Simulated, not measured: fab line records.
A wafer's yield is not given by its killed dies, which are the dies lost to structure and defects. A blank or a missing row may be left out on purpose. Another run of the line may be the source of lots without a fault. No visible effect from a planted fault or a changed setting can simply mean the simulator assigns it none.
Which tool is to blame? | flow n5 finfet | 6 lots, 18 wafers sampled, at 1 step of a route of 1938

## WHAT THE GAUGES SHOWED, per wafer
N5_GATE_CUT_THK_MEAS_24.
lot  | measured     | on            | GC_FILL_THK (nm)
L796 | day 5 09:13  | film metro-01 | 219.2 220.1 222.0
L798 | day 5 22:58  | film metro-01 | 217.9 214.6 219.6
L809 | day 8 14:08  | film metro-02 | 218.5 217.7 221.3
L812 | day 9 10:12  | film metro-02 | 219.8 220.6 220.5
L814 | day 9 20:31  | film metro-02 | 218.3 217.6 218.8
L816 | day 10 10:22 | film metro-02 | 216.0 221.5 219.0

## WHICH TOOL RAN EACH LOT (tool, then ch and the chambers of the sampled wafers, then the start)
Before these readings, the record contains no process step.

## THE ANSWER, worked out from the rows above alone
Rule: the usual values come from the lots themselves. Put in order of their means at a reading, lots are off if they are a third of the lots or fewer, leave a main group of 4 or more, and stand apart from it by a gap of 3 or more times the standard deviation of the main group's means; of several such gaps the widest counts. A main group is skipped when, at the precision printed for the reading in the tables above, its means are all equal. A lot without any number at a reading at which 4 lots or more have one is off too. The other lots that the step has rows for count as sound.
None of the lots is off at any reading shown; this tells nothing.

## WHAT THE SIMULATOR HAD PUT IN
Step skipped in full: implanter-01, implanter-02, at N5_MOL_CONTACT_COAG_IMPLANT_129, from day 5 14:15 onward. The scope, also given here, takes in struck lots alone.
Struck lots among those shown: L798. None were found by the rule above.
